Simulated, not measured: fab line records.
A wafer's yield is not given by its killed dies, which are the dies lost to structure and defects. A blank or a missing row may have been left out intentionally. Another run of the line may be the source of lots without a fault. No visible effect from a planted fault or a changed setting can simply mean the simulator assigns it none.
Which tool was responsible?	flow nand_harc	Sampling: 12 lots, 34 wafers, 4 of 1302 route steps

## WHAT THE GAUGES SHOWED, per wafer
The record lacks any reading of a measuring or inspecting step that a usual standard deviation could be used to judge.

## EACH LOT AND THE TOOL THAT RAN IT (in order: tool; ch and the chambers of the sampled wafers; start)
lot	NHARC_A_STAIRCASE_STRIP_475	NHARC_A_STAIRCASE_DEP_471	NHARC_A_SGD_CUT_ETCH_58	NHARC_A_SGD_CUT_CMP_21
L943	rie_diel-13 ch 1,2, day 20 01:01 or earlier	pecvd-01 ch 0,1, day 20 01:01	rie_diel-11 ch 0,3, day 20 02:46	cmp-03 ch 0,1,2, day 20 08:51
L944	rie_diel-13 ch 0,1,2, day 20 09:25 or earlier	pecvd-01 ch 1,2, day 20 09:25	rie_diel-07 ch 0,2, day 20 11:08	cmp-01 ch 0,2,3, day 20 19:20
L942	rie_diel-13 ch 0,1,2, day 20 12:19 or earlier	pecvd-04 ch 0,1,2, day 20 12:19	rie_diel-01 ch 0,3, day 20 14:02	cmp-02 ch 1,2,3, day 20 19:20
L946	rie_diel-13 ch 0,2, day 21 18:14 or earlier	pecvd-03 ch 1,2, day 21 18:14	rie_diel-07 ch 0,3, day 21 19:47	cmp-03 ch 2,3, day 22 01:55
L945	rie_diel-13 ch 0,1,3, day 21 18:38 or earlier	pecvd-03 ch 0,2, day 21 18:38	rie_diel-11 ch 0,1,2, day 21 20:17	cmp-01 ch 1,2, day 22 01:56
L948	rie_diel-03 ch 1,3, day 22 07:08 or earlier	pecvd-04 ch 0,1, day 22 07:08	rie_diel-07 ch 1,2, day 22 08:39	cmp-01 ch 0,1,3, day 22 11:35
L949	rie_diel-03 ch 0,2,3, day 23 18:46 or earlier	pecvd-01 ch 0,1,2, day 23 18:46	rie_diel-07 ch 1,3, day 23 20:26	cmp-01 ch 0,3, day 24 01:55
L952	rie_diel-13 ch 0,2,3, day 24 01:02	pecvd-01 ch 0,1,2, day 24 01:10	rie_diel-01 ch 2,3, day 24 02:41	cmp-02 ch 1,2,3, day 24 08:25
L957	rie_diel-13 ch 1,3, day 25 07:20 or earlier	pecvd-03 ch 1,2, day 25 07:20	rie_diel-07 ch 0,3, day 25 08:53	cmp-01 ch 0,2, day 25 14:42
L959	rie_diel-03 ch 0,1, day 27 06:38 or earlier	pecvd-03 ch 0,1, day 27 06:38	rie_diel-01 ch 0,3, day 27 08:13	cmp-01 ch 1,3, day 27 14:05
L960	rie_diel-12 ch 0,1,3, day 28 01:05 or earlier	pecvd-03 ch 0,2, day 28 01:05	rie_diel-11 ch 0,2,3, day 28 02:44	cmp-01 ch 1,2, day 28 07:40
L961	rie_diel-13 ch 0,1, day 28 03:18 or earlier	pecvd-03 ch 0,1, day 28 03:18	rie_diel-01 ch 2,3, day 28 04:56	cmp-01 ch 0, day 28 07:50
- NHARC_A_STAIRCASE_STRIP_475: strips in O2, time 20 s.
- NHARC_A_STAIRCASE_DEP_471: deposits SiO2, target thk 100 nm.
- NHARC_A_SGD_CUT_ETCH_58: etches the open film in CF4, target depth 39 nm, time 65 s.
- NHARC_A_SGD_CUT_CMP_21: polishes, target thk 148.19 nm.

## WHAT THE TOOLS THEMSELVES READ (means of the sampled wafers that have a number; where no wafer has one, the mark that the record gives instead)
NHARC_A_STAIRCASE_STRIP_475. Usual: drypump_motor_current_A 6.1 A, standard deviation 0.42; oes_product_au 0.997 a.u., standard deviation 0.0063; rf_vpp_V 57.8 V, standard deviation 0.87; showerhead_plenum_p_Torr 3.52 Torr, standard deviation 0.15; throttle_valve_pct 17.036 %, standard deviation 0.0097.
lot	tool	drypump_motor_current_A (A)	oes_product_au (a.u.)	rf_vpp_V (V)	showerhead_plenum_p_Torr (Torr)	throttle_valve_pct (%)	flag
L943	rie_diel-13	6.3	0.997	57.8	3.37	17.046	
L944	rie_diel-13	6.1	0.998	58.2	3.45	17.034	
L942	rie_diel-13	6.2	0.991	57.1	3.45	17.050	
L946	rie_diel-13	6.0	0.991	57.1	3.53	17.046	
L945	rie_diel-13	6.3	0.992	58.1	3.39	17.035	
L948	rie_diel-03	5.8	0.994	58.4	3.58	17.036	
L949	rie_diel-03	5.7	0.998	57.6	3.48	17.034	
L952	rie_diel-13	6.2	0.997	58.1	3.47	17.026	
L957	rie_diel-13	6.5	0.995	57.9	3.65	17.036	
L959	rie_diel-03	5.6	1.010	57.5	3.62	17.039	
L960	rie_diel-12	6.1	0.988	57.1	3.63	17.028	
L961	rie_diel-13	6.2	1.002	58.2	3.65	17.032	

NHARC_A_STAIRCASE_DEP_471. Usual: chamber_pressure_Torr 6.499 Torr, standard deviation 0.013; heater_power_w 576 W, standard deviation 130; rf_fwd_power_W 896.0 W, standard deviation 2.8; susceptor_temp_C 399.95 C, standard deviation 0.26; throttle_valve_pct 16.1 %, standard deviation 0.53.
lot	tool	chamber_pressure_Torr (Torr)	heater_power_w (W)	rf_fwd_power_W (W)	susceptor_temp_C (C)	throttle_valve_pct (%)	flag
L943	pecvd-01	6.503	737	894.3	399.69	16.3	
L944	pecvd-01	6.503	506	895.9	399.98	16.4	
L942	pecvd-04	6.514	492	897.0	400.05	15.7	
L946	pecvd-03	6.502	509	896.1	400.06	16.1	
L945	pecvd-03	6.509	700	893.4	399.75	16.5	
L948	pecvd-04	6.497	430	898.3	399.95	16.1	
L949	pecvd-01	6.487	607	895.9	399.84	16.4	
L952	pecvd-01	6.496	676	896.6	400.05	16.4	
L957	pecvd-03	6.503	594	893.1	399.96	16.2	
L959	pecvd-03	6.499	608	894.0	400.18	15.4	
L960	pecvd-03	6.492	646	897.2	400.25	16.1	
L961	pecvd-03	6.514	576	898.2	400.15	15.3	

NHARC_A_SGD_CUT_ETCH_58. Usual: drypump_motor_current_A 5.8 A, standard deviation 0.55; oes_product_au 0.999 a.u., standard deviation 0.0081; rf_fwd_power_W 297.4 W, standard deviation 1; rf_vpp_V 151.5 V, standard deviation 1.2; showerhead_plenum_p_Torr 1.79 Torr, standard deviation 0.069; throttle_valve_pct 13.285 %, standard deviation 0.0099.
lot	tool	drypump_motor_current_A (A)	oes_product_au (a.u.)	rf_fwd_power_W (W)	rf_vpp_V (V)	showerhead_plenum_p_Torr (Torr)	throttle_valve_pct (%)	flag
L943	rie_diel-11	5.6	0.985	298.0	150.3	1.75	13.289	
L944	rie_diel-07	4.9	1.001	297.5	152.4	1.86	13.279	
L942	rie_diel-01	5.4	0.999	298.1	151.4	1.80	13.289	
L946	rie_diel-07	5.8	0.998	297.6	152.2	1.85	13.287	
L945	rie_diel-11	5.9	1.001	296.8	151.5	1.78	13.290	
L948	rie_diel-07	6.0	1.000	298.2	151.3	1.72	13.290	
L949	rie_diel-07	6.3	1.005	296.6	150.9	1.73	13.283	
L952	rie_diel-01	5.7	1.010	297.1	150.6	1.78	13.280	
L957	rie_diel-07	5.2	0.998	298.7	153.0	1.87	13.285	
L959	rie_diel-01	5.5	0.998	296.5	151.8	1.79	13.288	
L960	rie_diel-11	5.9	0.987	298.3	150.8	1.77	13.295	
L961	rie_diel-01	5.7	0.997	297.4	151.4	1.79	13.289	

NHARC_A_SGD_CUT_CMP_21. Usual: motor_current_A 12.5 A, standard deviation 1.2; time_to_endpoint_s 48.4 s, standard deviation 2.3.
lot	tool	motor_current_A (A)	time_to_endpoint_s (s)	flag
L943	cmp-03	12.3	43.6	
L944	cmp-01	12.6	47.5	
L942	cmp-02	12.2	47.5	
L946	cmp-03	13.5	52.2	
L945	cmp-01	12.9	49.1	
L948	cmp-01	13.1	47.3	
L949	cmp-01	12.6	49.3	
L952	cmp-02	12.3	46.4	
L957	cmp-01	12.5	46.2	
L959	cmp-01	13.0	35.9	OFF
L960	cmp-01	13.2	34.8	OFF
L961	cmp-01	12.7	35.4	OFF

## THE ANSWER, worked out from the rows above alone
Rule: a lot is off if the mean of its wafers that have a number lies more than 3 standard deviations from the usual mean. A lot without any number at a reading at which 4 lots or more have one is off too. All remaining lots with rows at the step are treated as sound. First the gauges in route order, then the tools' own readings, where a lot's mean is used as printed above. At the first step where some lot is off, the reading lying furthest off is the one used; lots without a number count as furthest.
Off: L959, L960, L961, at NHARC_A_SGD_CUT_CMP_21 (time_to_endpoint_s).
If a tool, at that step or one of the process steps before it, ran each lot that is off and ran no sound lot following the first of them, it fits. Because NHARC_A_STAIRCASE_STRIP_475 lacks a start for some lots, the hours and order of its lots are taken from NHARC_A_STAIRCASE_DEP_471. This does not decide it: 2 tools fit, namely pecvd-03 at NHARC_A_STAIRCASE_DEP_471 and cmp-01 at NHARC_A_SGD_CUT_CMP_21.

## WHAT THE SIMULATOR HAD INSERTED
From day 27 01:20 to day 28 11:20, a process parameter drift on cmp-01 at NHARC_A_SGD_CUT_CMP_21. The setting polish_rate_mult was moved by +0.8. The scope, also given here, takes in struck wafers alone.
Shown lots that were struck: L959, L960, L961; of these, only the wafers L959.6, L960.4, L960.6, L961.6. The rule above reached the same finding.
